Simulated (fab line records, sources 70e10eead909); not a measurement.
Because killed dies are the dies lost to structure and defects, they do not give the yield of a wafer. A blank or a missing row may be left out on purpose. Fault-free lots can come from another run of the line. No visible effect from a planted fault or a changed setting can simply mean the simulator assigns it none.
fab line records :: flow nand_harc :: part 2 of 2: steps 22 to 32 of 32
[record]
  lots = 5
  wafers = 15
  last_day = 31
route steps=1302 shown A_BLC@1110 A_M0@1137
lots untouched by any fault: they come from a run of this same line in which no faults occurred
start_h: hours from the record's opening day to when the first of the lot's shown wafers began :: wait_h: hours since the lot's step before :: " same as the row above :: L1.1+2: one row covering several wafers at once :: - either no value or no given start :: * or withheld: withheld :: < > ~ a bound
route shown NAME@n: a module of which the file shows steps, and the number in the route of the first :: usual: mean/standard deviation taken from wafers without a fault :: same: alike in all rows :: chamber/n: place in a boat :: sites: each site's reading :: _std_site: the values' standard deviation :: _edge_site: mean of outer sites minus mean of inner sites :: radius_mm: for every site, how far away it sits from the centre of the wafer :: mask NAME#n: copy n :: behind: the tool/chamber that last shaped the wafer :: hold: cause of the lot's hold/its duration in hours/its outcome :: device: whichever transistor did not switch (one of n, p or np) :: end of line: the same wafers' tests at the end of the route :: a step without rows: its recipe alone :: killed: dies that structure and defects cost at the first sort, which is not the same as the wafer's yield :: map: a wafer's dies, x killed, . not, _ none there
set.NAME: the setting that was run; set.NAME@STEP: the one run at that earlier step :: model.NAME: the simulator's own value behind a step, which no gauge read
lots at some steps of the route; a table a step, a row a wafer
services: from which hour (start_h, from the record's first day; less than 0 if before it) a tool's chamber was out of use, for how many hours, and why
[[steps]]
[step NHARC_A_BLC_ALD_23]
[recipe]
  target_thk_a = 30
  pulse_time_s = 1
  ald_cycles = 150
  temp_c = 450
  material = TiN
[usual]
  heater_power_w = 1099/90
  precursor_pulse_height_rel = 1.003/0.02
lot.wafer: L077.2
tool: ald_metal-03
chamber: 3
start_h: 560.72
wait_h: -
heater_power_w: 1230
precursor_pulse_height_rel: 0.969

lot.wafer: L077.4
tool: ald_metal-03
chamber: 1
start_h: 560.72
wait_h: -
heater_power_w: 1027
precursor_pulse_height_rel: 1.017

lot.wafer: L077.3
tool: ald_metal-03
chamber: 2
start_h: 560.72
wait_h: -
heater_power_w: 1124
precursor_pulse_height_rel: 0.987

lot.wafer: L081.4
tool: ald_metal-02
chamber: 2
start_h: 600.82
wait_h: -
heater_power_w: 1007
precursor_pulse_height_rel: 0.979

lot.wafer: L081.5
tool: ald_metal-02
chamber: 3
start_h: 600.82
wait_h: -
heater_power_w: 980
precursor_pulse_height_rel: 1.012

lot.wafer: L081.6
tool: ald_metal-02
chamber: 0
start_h: 600.82
wait_h: -
heater_power_w: 1246
precursor_pulse_height_rel: 0.963

lot.wafer: L084.1
tool: ald_metal-03
chamber: 1
start_h: 614.95
wait_h: -
heater_power_w: 1024
precursor_pulse_height_rel: 0.978

lot.wafer: L084.4
tool: ald_metal-03
chamber: 0
start_h: 614.95
wait_h: -
heater_power_w: 1101
precursor_pulse_height_rel: 0.984

lot.wafer: L084.5
tool: ald_metal-03
chamber: 2
start_h: 614.95
wait_h: -
heater_power_w: 1090
precursor_pulse_height_rel: 1.032

lot.wafer: L087.2
tool: ald_metal-03
chamber: 0
start_h: 645.45
wait_h: -
heater_power_w: 1079
precursor_pulse_height_rel: 1.002

lot.wafer: L087.5
tool: ald_metal-03
chamber: 0
start_h: 645.45
wait_h: -
heater_power_w: 1076
precursor_pulse_height_rel: 1.034

lot.wafer: L087.6
tool: ald_metal-03
chamber: 1
start_h: 645.45
wait_h: -
heater_power_w: 1041
precursor_pulse_height_rel: 0.976

lot.wafer: L092.1
tool: ald_metal-03
chamber: 3
start_h: 699.44
wait_h: -
heater_power_w: 1284
precursor_pulse_height_rel: 0.996

lot.wafer: L092.4
tool: ald_metal-03
chamber: 0
start_h: 699.44
wait_h: -
heater_power_w: 1084
precursor_pulse_height_rel: 1.027

lot.wafer: L092.6
tool: ald_metal-03
chamber: 2
start_h: 699.44
wait_h: -
heater_power_w: 1116
precursor_pulse_height_rel: 1.016
[step NHARC_A_BLC_CVD_24]
[recipe]
  target_thk_a = 1500
  temp_c = 300
  pressure_torr = 40
  wf6_flow_sccm = 40
  h2_flow_sccm = 1600
  ar_flow_sccm = 1560
  time_s = 434
  material = W
[usual]
  heater_power_w = 475/36
  throttle_valve_pct = 8.14/0.24
lot.wafer: L077.2
tool: cvd_w-01
chamber: 0
start_h: -
wait_h: -
heater_power_w: 486
throttle_valve_pct: 8.47

lot.wafer: L077.3
tool: cvd_w-01
chamber: 1
start_h: -
wait_h: -
heater_power_w: 486
throttle_valve_pct: 8.17

lot.wafer: L077.4
tool: cvd_w-01
chamber: 0
start_h: -
wait_h: -
heater_power_w: 473
throttle_valve_pct: 8.54

lot.wafer: L081.4
tool: cvd_w-02
chamber: 1
start_h: -
wait_h: -
heater_power_w: 415
throttle_valve_pct: 7.98

lot.wafer: L081.6
tool: cvd_w-02
chamber: 0
start_h: -
wait_h: -
heater_power_w: 516
throttle_valve_pct: 8.04

lot.wafer: L081.5
tool: cvd_w-02
chamber: 1
start_h: -
wait_h: -
heater_power_w: 408
throttle_valve_pct: 8.20

lot.wafer: L084.1
tool: cvd_w-01
chamber: 1
start_h: -
wait_h: -
heater_power_w: 472
throttle_valve_pct: 8.10

lot.wafer: L084.4
tool: cvd_w-01
chamber: 1
start_h: -
wait_h: -
heater_power_w: 480
throttle_valve_pct: 7.80

lot.wafer: L084.5
tool: cvd_w-01
chamber: 1
start_h: -
wait_h: -
heater_power_w: 477
throttle_valve_pct: 8.30

lot.wafer: L087.2
tool: cvd_w-01
chamber: 1
start_h: -
wait_h: -
heater_power_w: 490
throttle_valve_pct: 7.93

lot.wafer: L087.6
tool: cvd_w-01
chamber: 0
start_h: -
wait_h: -
heater_power_w: 475
throttle_valve_pct: 8.35

lot.wafer: L087.5
tool: cvd_w-01
chamber: 1
start_h: -
wait_h: -
heater_power_w: 494
throttle_valve_pct: 8.13

lot.wafer: L092.1
tool: cvd_w-01
chamber: 1
start_h: -
wait_h: -
heater_power_w: 494
throttle_valve_pct: 8.35

lot.wafer: L092.4
tool: cvd_w-01
chamber: 1
start_h: -
wait_h: -
heater_power_w: 491
throttle_valve_pct: 8.25

lot.wafer: L092.6
tool: cvd_w-01
chamber: 0
start_h: -
wait_h: -
heater_power_w: 487
throttle_valve_pct: 8.51
[step NHARC_A_BLC_CMP_25]
[recipe]
  t_overpolish_s = 30
  target_thk_nm = 150
[usual]
  motor_current_A = 12.2/1.2
  overpolish_run_s = 30.000/0.0092
  retaining_ring_pressure_frac = 1.000/0.005
  time_to_endpoint_s = 30/3.5
lot.wafer: L077.4
tool: cmp-04
chamber: 2
start_h: 561.46
wait_h: 0.3
motor_current_A: 11.4
overpolish_run_s: 30.009
retaining_ring_pressure_frac: 1.005
time_to_endpoint_s: 30

lot.wafer: L077.2
tool: cmp-04
chamber: 3
start_h: 561.46
wait_h: 0.3
motor_current_A: 13.0
overpolish_run_s: 30.000
retaining_ring_pressure_frac: 0.994
time_to_endpoint_s: 32

lot.wafer: L077.3
tool: cmp-04
chamber: 0
start_h: 561.46
wait_h: 0.3
motor_current_A: 11.8
overpolish_run_s: 30.005
retaining_ring_pressure_frac: 1.001
time_to_endpoint_s: 29

lot.wafer: L081.4
tool: cmp-03
chamber: 1
start_h: 601.51
wait_h: 0.3
motor_current_A: 13.5
overpolish_run_s: 30.001
retaining_ring_pressure_frac: 1.001
time_to_endpoint_s: 28

lot.wafer: L081.6
tool: cmp-03
chamber: 0
start_h: 601.51
wait_h: 0.3
motor_current_A: 12.8
overpolish_run_s: 30.009
retaining_ring_pressure_frac: 0.994
time_to_endpoint_s: 27

lot.wafer: L081.5
tool: cmp-03
chamber: 1
start_h: 601.51
wait_h: 0.3
motor_current_A: 13.5
overpolish_run_s: 29.993
retaining_ring_pressure_frac: 1.006
time_to_endpoint_s: 32

lot.wafer: L084.4
tool: cmp-01
chamber: 1
start_h: 615.70
wait_h: 0.3
motor_current_A: 12.7
overpolish_run_s: 30.018
retaining_ring_pressure_frac: 1.001
time_to_endpoint_s: 34

lot.wafer: L084.1
tool: cmp-01
chamber: 2
start_h: 615.70
wait_h: 0.3
motor_current_A: 13.7
overpolish_run_s: 30.000
retaining_ring_pressure_frac: 0.999
time_to_endpoint_s: 24

lot.wafer: L084.5
tool: cmp-01
chamber: 0
start_h: 615.70
wait_h: 0.3
motor_current_A: 12.5
overpolish_run_s: 30.019
retaining_ring_pressure_frac: 0.993
time_to_endpoint_s: 27

lot.wafer: L087.2
tool: cmp-03
chamber: 3
start_h: 646.23
wait_h: 0.4
motor_current_A: 11.0
overpolish_run_s: 30.007
retaining_ring_pressure_frac: 1.001
time_to_endpoint_s: 31

lot.wafer: L087.5
tool: cmp-03
chamber: 3
start_h: 646.23
wait_h: 0.4
motor_current_A: 11.5
overpolish_run_s: 29.984
retaining_ring_pressure_frac: 1.000
time_to_endpoint_s: 28

lot.wafer: L087.6
tool: cmp-03
chamber: 0
start_h: 646.23
wait_h: 0.4
motor_current_A: 12.8
overpolish_run_s: 30.008
retaining_ring_pressure_frac: 1.001
time_to_endpoint_s: 22

lot.wafer: L092.1
tool: cmp-03
chamber: 0
start_h: 700.27
wait_h: 0.5
motor_current_A: 13.3
overpolish_run_s: 29.983
retaining_ring_pressure_frac: 0.995
time_to_endpoint_s: 27

lot.wafer: L092.4
tool: cmp-03
chamber: 1
start_h: 700.27
wait_h: 0.5
motor_current_A: 13.2
overpolish_run_s: 30.007
retaining_ring_pressure_frac: 1.009
time_to_endpoint_s: 36

lot.wafer: L092.6
tool: cmp-03
chamber: 2
start_h: 700.27
wait_h: 0.5
motor_current_A: 11.1
overpolish_run_s: 29.997
retaining_ring_pressure_frac: 0.996
time_to_endpoint_s: 36
[step NHARC_A_BLC_SRD_27]
lot.wafer: L077.2+3+4
tool: wet_bench-01
chamber: 7,0,3
start_h: 561.76
wait_h: 0.0

lot.wafer: L081.4+6+5
tool: wet_bench-03
chamber: 4,5,6
start_h: 601.81
wait_h: 0.0

lot.wafer: L084.4+1+5
tool: wet_bench-01
chamber: 3,5,6
start_h: 616.00
wait_h: 0.0

lot.wafer: L087.2+5+6
tool: wet_bench-03
chamber: 1,2,4
start_h: 646.57
wait_h: 0.0

lot.wafer: L092.1+4+6
tool: wet_bench-07
chamber: 3,5,0
start_h: 700.54
wait_h: 0.0
[step NHARC_A_BLC_INSPECT_28]
[usual]
  raw_defect_count = 540/140
lot.wafer: L077.2
tool: defect_inspect-02
chamber: -
start_h: 561.84
wait_h: 0.1
raw_defect_count: 476

lot.wafer: L077.3
tool: defect_inspect-02
chamber: -
start_h: 561.84
wait_h: 0.1
raw_defect_count: 401

lot.wafer: L077.4
tool: defect_inspect-02
chamber: -
start_h: 561.84
wait_h: 0.1
raw_defect_count: 578

lot.wafer: L081.4
tool: defect_inspect-01
chamber: -
start_h: 601.89
wait_h: 0.1
raw_defect_count: 548

lot.wafer: L081.5
tool: defect_inspect-01
chamber: -
start_h: 601.89
wait_h: 0.1
raw_defect_count: 463

lot.wafer: L081.6
tool: defect_inspect-01
chamber: -
start_h: 601.89
wait_h: 0.1
raw_defect_count: 474

lot.wafer: L084.1
tool: defect_inspect-02
chamber: -
start_h: 616.08
wait_h: 0.1
raw_defect_count: 369

lot.wafer: L084.4
tool: defect_inspect-02
chamber: -
start_h: 616.08
wait_h: 0.1
raw_defect_count: 591

lot.wafer: L084.5
tool: defect_inspect-02
chamber: -
start_h: 616.08
wait_h: 0.1
raw_defect_count: 419

lot.wafer: L087.2
tool: defect_inspect-02
chamber: -
start_h: 646.64
wait_h: 0.1
raw_defect_count: 489

lot.wafer: L087.5
tool: defect_inspect-02
chamber: -
start_h: 646.64
wait_h: 0.1
raw_defect_count: 643

lot.wafer: L087.6
tool: defect_inspect-02
chamber: -
start_h: 646.64
wait_h: 0.1
raw_defect_count: 546

lot.wafer: L092.1
tool: defect_inspect-01
chamber: -
start_h: 700.62
wait_h: 0.1
raw_defect_count: 613

lot.wafer: L092.4
tool: defect_inspect-01
chamber: -
start_h: 700.62
wait_h: 0.1
raw_defect_count: 646

lot.wafer: L092.6
tool: defect_inspect-01
chamber: -
start_h: 700.62
wait_h: 0.1
raw_defect_count: 858
[step NHARC_A_M0_DEP_00]
[recipe]
  target_thk_a = 1500
  target_thk_nm = 150
  temp_c = withheld
  pressure_torr = 5
  flow_sccm = 200
  rf_w = 600
  material = SiOC
lot.wafer: L077.2+3+4
tool: pecvd-02
chamber: 0,1,0
start_h: 561.95
wait_h: 0.1

lot.wafer: L081.5+6+4
tool: pecvd-03
chamber: 0,1,2
start_h: 602.23
wait_h: 0.3

lot.wafer: L084.1+5+4
tool: pecvd-04
chamber: 0,2,0
start_h: 616.19
wait_h: 0.1

lot.wafer: L087.2+6+5
tool: pecvd-04
chamber: 2,1,2
start_h: 646.80
wait_h: 0.2

lot.wafer: L092.1+4+6
tool: pecvd-03
chamber: 2,0,1
start_h: 700.69
wait_h: 0.1
[step NHARC_A_M0_DEHYDRATE_01]
[recipe]
  temp_c = 150
  time_s = 120
[usual]
  resist_line_temp_C = 22.99/0.1
lot.wafer: L077.2
tool: litho_track-01
chamber: 0
start_h: 562.31
wait_h: -
resist_line_temp_C: 22.82

lot.wafer: L077.3
tool: litho_track-01
chamber: 0
start_h: 562.31
wait_h: -
resist_line_temp_C: 23.10

lot.wafer: L077.4
tool: litho_track-01
chamber: 0
start_h: 562.31
wait_h: -
resist_line_temp_C: 22.79

lot.wafer: L081.4
tool: litho_track-04
chamber: 0
start_h: 602.50
wait_h: -
resist_line_temp_C: 23.11

lot.wafer: L081.5
tool: litho_track-04
chamber: 0
start_h: 602.50
wait_h: -
resist_line_temp_C: 23.08

lot.wafer: L081.6
tool: litho_track-04
chamber: 0
start_h: 602.50
wait_h: -
resist_line_temp_C: 23.01

lot.wafer: L084.1
tool: litho_track-06
chamber: 0
start_h: 616.55
wait_h: -
resist_line_temp_C: 22.75

lot.wafer: L084.4
tool: litho_track-06
chamber: 0
start_h: 616.55
wait_h: -
resist_line_temp_C: 22.84

lot.wafer: L084.5
tool: litho_track-06
chamber: 0
start_h: 616.55
wait_h: -
resist_line_temp_C: 22.90

lot.wafer: L087.2
tool: litho_track-01
chamber: 0
start_h: 647.11
wait_h: -
resist_line_temp_C: 23.10

lot.wafer: L087.5
tool: litho_track-01
chamber: 0
start_h: 647.11
wait_h: -
resist_line_temp_C: 23.14

lot.wafer: L087.6
tool: litho_track-01
chamber: 0
start_h: 647.11
wait_h: -
resist_line_temp_C: 23.04

lot.wafer: L092.1
tool: litho_track-06
chamber: 0
start_h: 701.09
wait_h: -
resist_line_temp_C: 22.96

lot.wafer: L092.4
tool: litho_track-06
chamber: 0
start_h: 701.09
wait_h: -
resist_line_temp_C: 22.86

lot.wafer: L092.6
tool: litho_track-06
chamber: 0
start_h: 701.09
wait_h: -
resist_line_temp_C: 22.90
[step NHARC_A_M0_HMDS_02]
[recipe]
  time_s = 30
[usual]
  resist_line_temp_C = 22.98/0.11
lot.wafer: L077.2
tool: litho_track-01
chamber: 0
start_h: -
wait_h: -
resist_line_temp_C: 23.15

lot.wafer: L077.3
tool: litho_track-01
chamber: 0
start_h: -
wait_h: -
resist_line_temp_C: 23.14

lot.wafer: L077.4
tool: litho_track-01
chamber: 0
start_h: -
wait_h: -
resist_line_temp_C: 22.90

lot.wafer: L081.4
tool: litho_track-04
chamber: 0
start_h: -
wait_h: -
resist_line_temp_C: 23.14

lot.wafer: L081.5
tool: litho_track-04
chamber: 0
start_h: -
wait_h: -
resist_line_temp_C: 23.02

lot.wafer: L081.6
tool: litho_track-04
chamber: 0
start_h: -
wait_h: -
resist_line_temp_C: 23.19

lot.wafer: L084.1
tool: litho_track-06
chamber: 0
start_h: -
wait_h: -
resist_line_temp_C: 23.03

lot.wafer: L084.4
tool: litho_track-06
chamber: 0
start_h: -
wait_h: -
resist_line_temp_C: 23.10

lot.wafer: L084.5
tool: litho_track-06
chamber: 0
start_h: -
wait_h: -
resist_line_temp_C: 23.11

lot.wafer: L087.2
tool: litho_track-01
chamber: 0
start_h: -
wait_h: -
resist_line_temp_C: 23.05

lot.wafer: L087.5
tool: litho_track-01
chamber: 0
start_h: -
wait_h: -
resist_line_temp_C: 22.95

lot.wafer: L087.6
tool: litho_track-01
chamber: 0
start_h: -
wait_h: -
resist_line_temp_C: 22.96

lot.wafer: L092.1
tool: litho_track-06
chamber: 0
start_h: -
wait_h: -
resist_line_temp_C: 23.04

lot.wafer: L092.4
tool: litho_track-06
chamber: 0
start_h: -
wait_h: -
resist_line_temp_C: 22.91

lot.wafer: L092.6
tool: litho_track-06
chamber: 0
start_h: -
wait_h: -
resist_line_temp_C: 23.08
[step NHARC_A_M0_COAT_33]
[recipe]
  temp_c = 200
  time_s = 65
[usual]
  resist_line_temp_C = 22.98/0.11
lot.wafer: L077.2
tool: litho_track-01
chamber: 0
start_h: -
wait_h: -
resist_line_temp_C: 22.94

lot.wafer: L077.3
tool: litho_track-01
chamber: 0
start_h: -
wait_h: -
resist_line_temp_C: 23.07

lot.wafer: L077.4
tool: litho_track-01
chamber: 0
start_h: -
wait_h: -
resist_line_temp_C: 23.05

lot.wafer: L081.4
tool: litho_track-04
chamber: 0
start_h: -
wait_h: -
resist_line_temp_C: 22.97

lot.wafer: L081.5
tool: litho_track-04
chamber: 0
start_h: -
wait_h: -
resist_line_temp_C: 22.88

lot.wafer: L081.6
tool: litho_track-04
chamber: 0
start_h: -
wait_h: -
resist_line_temp_C: 22.87

lot.wafer: L084.1
tool: litho_track-06
chamber: 0
start_h: -
wait_h: -
resist_line_temp_C: 22.90

lot.wafer: L084.4
tool: litho_track-06
chamber: 0
start_h: -
wait_h: -
resist_line_temp_C: 22.93

lot.wafer: L084.5
tool: litho_track-06
chamber: 0
start_h: -
wait_h: -
resist_line_temp_C: 23.13

lot.wafer: L087.2
tool: litho_track-01
chamber: 0
start_h: -
wait_h: -
resist_line_temp_C: 23.09

lot.wafer: L087.5
tool: litho_track-01
chamber: 0
start_h: -
wait_h: -
resist_line_temp_C: 23.05

lot.wafer: L087.6
tool: litho_track-01
chamber: 0
start_h: -
wait_h: -
resist_line_temp_C: 23.10

lot.wafer: L092.1
tool: litho_track-06
chamber: 0
start_h: -
wait_h: -
resist_line_temp_C: 22.89

lot.wafer: L092.4
tool: litho_track-06
chamber: 0
start_h: -
wait_h: -
resist_line_temp_C: 22.84

lot.wafer: L092.6
tool: litho_track-06
chamber: 0
start_h: -
wait_h: -
resist_line_temp_C: 23.06
[step NHARC_A_M0_COAT_03]
[recipe]
  spin_rpm = 1500
  resist_thk_nm = 90
[usual]
  resist_line_temp_C = 23.01/0.11
lot.wafer: L077.2
tool: litho_track-01
chamber: 0
start_h: -
wait_h: -
resist_line_temp_C: 23.09

lot.wafer: L077.3
tool: litho_track-01
chamber: 0
start_h: -
wait_h: -
resist_line_temp_C: 23.22

lot.wafer: L077.4
tool: litho_track-01
chamber: 0
start_h: -
wait_h: -
resist_line_temp_C: 23.00

lot.wafer: L081.4
tool: litho_track-04
chamber: 0
start_h: -
wait_h: -
resist_line_temp_C: 23.07

lot.wafer: L081.5
tool: litho_track-04
chamber: 0
start_h: -
wait_h: -
resist_line_temp_C: 22.99

lot.wafer: L081.6
tool: litho_track-04
chamber: 0
start_h: -
wait_h: -
resist_line_temp_C: 22.94

lot.wafer: L084.1
tool: litho_track-06
chamber: 0
start_h: -
wait_h: -
resist_line_temp_C: 23.14

lot.wafer: L084.4
tool: litho_track-06
chamber: 0
start_h: -
wait_h: -
resist_line_temp_C: 22.91

lot.wafer: L084.5
tool: litho_track-06
chamber: 0
start_h: -
wait_h: -
resist_line_temp_C: 22.86

lot.wafer: L087.2
tool: litho_track-01
chamber: 0
start_h: -
wait_h: -
resist_line_temp_C: 22.94

lot.wafer: L087.5
tool: litho_track-01
chamber: 0
start_h: -
wait_h: -
resist_line_temp_C: 23.07

lot.wafer: L087.6
tool: litho_track-01
chamber: 0
start_h: -
wait_h: -
resist_line_temp_C: 23.00

lot.wafer: L092.1
tool: litho_track-06
chamber: 0
start_h: -
wait_h: -
resist_line_temp_C: 22.98

lot.wafer: L092.4
tool: litho_track-06
chamber: 0
start_h: -
wait_h: -
resist_line_temp_C: 22.97

lot.wafer: L092.6
tool: litho_track-06
chamber: 0
start_h: -
wait_h: -
resist_line_temp_C: 23.13
[step NHARC_A_M0_SOFTBAKE_04]
[recipe]
  temp_c = 105
  time_s = 55
[usual]
  resist_line_temp_C = 23.01/0.11
lot.wafer: L077.2
tool: litho_track-01
chamber: 0
start_h: -
wait_h: -
resist_line_temp_C: 23.03

lot.wafer: L077.3
tool: litho_track-01
chamber: 0
start_h: -
wait_h: -
resist_line_temp_C: 23.14

lot.wafer: L077.4
tool: litho_track-01
chamber: 0
start_h: -
wait_h: -
resist_line_temp_C: 23.07

lot.wafer: L081.4
tool: litho_track-04
chamber: 0
start_h: -
wait_h: -
resist_line_temp_C: 22.81

lot.wafer: L081.5
tool: litho_track-04
chamber: 0
start_h: -
wait_h: -
resist_line_temp_C: 22.94

lot.wafer: L081.6
tool: litho_track-04
chamber: 0
start_h: -
wait_h: -
resist_line_temp_C: 22.90

lot.wafer: L084.1
tool: litho_track-06
chamber: 0
start_h: -
wait_h: -
resist_line_temp_C: 23.11

lot.wafer: L084.4
tool: litho_track-06
chamber: 0
start_h: -
wait_h: -
resist_line_temp_C: 23.21

lot.wafer: L084.5
tool: litho_track-06
chamber: 0
start_h: -
wait_h: -
resist_line_temp_C: 23.09

lot.wafer: L087.2
tool: litho_track-01
chamber: 0
start_h: -
wait_h: -
resist_line_temp_C: 23.21

lot.wafer: L087.5
tool: litho_track-01
chamber: 0
start_h: -
wait_h: -
resist_line_temp_C: 23.18

lot.wafer: L087.6
tool: litho_track-01
chamber: 0
start_h: -
wait_h: -
resist_line_temp_C: 22.97

lot.wafer: L092.1
tool: litho_track-06
chamber: 0
start_h: -
wait_h: -
resist_line_temp_C: 22.85

lot.wafer: L092.4
tool: litho_track-06
chamber: 0
start_h: -
wait_h: -
resist_line_temp_C: 22.84

lot.wafer: L092.6
tool: litho_track-06
chamber: 0
start_h: -
wait_h: -
resist_line_temp_C: 22.77
[[services]]
tool: arfi_scanner-03
chamber: -
start_h: 542.45
hours: 4.0
kind: pm

tool: cvd_w-01
chamber: -
start_h: 547.03
hours: 13.0
kind: pm

tool: litho_track-04
chamber: -
start_h: 553.00
hours: 7.0
kind: pm

tool: arfi_scanner-03
chamber: -
start_h: 553.27
hours: 0.9
kind: repair

tool: cmp-03
chamber: -
start_h: 554.00
hours: 4.0
kind: pm

tool: wet_bench-07
chamber: -
start_h: 555.45
hours: 4.8
kind: repair

tool: wet_bench-03
chamber: -
start_h: 562.44
hours: 8.0
kind: pm

tool: ald_metal-03
chamber: -
start_h: 568.00
hours: 10.0
kind: pm

tool: rie_diel-09
chamber: -
start_h: 569.71
hours: 7.4
kind: repair

tool: rie_diel-10
chamber: 1
start_h: 595.82
hours: 2.9
kind: repair

tool: rie_diel-10
chamber: -
start_h: 596.50
hours: 9.0
kind: pm

tool: rie_diel-07
chamber: 3
start_h: 600.17
hours: 7.3
kind: repair

tool: pvd_sputter-02
chamber: -
start_h: 617.26
hours: 6.3
kind: repair

tool: pvd_sputter-02
chamber: -
start_h: 638.00
hours: 10.0
kind: pm

tool: rie_diel-10
chamber: 0
start_h: 642.56
hours: 6.1
kind: repair

tool: rie_diel-10
chamber: -
start_h: 646.58
hours: 1.6
kind: repair

tool: rie_diel-07
chamber: -
start_h: 648.27
hours: 9.0
kind: pm

tool: ald_metal-03
chamber: -
start_h: 649.57
hours: 6.2
kind: repair

tool: cvd_w-01
chamber: -
start_h: 651.57
hours: 0.7
kind: repair

tool: rie_diel-09
chamber: -
start_h: 676.27
hours: 9.0
kind: pm

tool: litho_track-01
chamber: -
start_h: 680.00
hours: 7.0
kind: pm

tool: ald_metal-03
chamber: 1
start_h: 683.43
hours: 26.2
kind: repair

tool: wet_bench-07
chamber: -
start_h: 688.00
hours: 8.0
kind: pm

tool: ald_metal-03
chamber: 2
start_h: 689.10
hours: 3.7
kind: repair
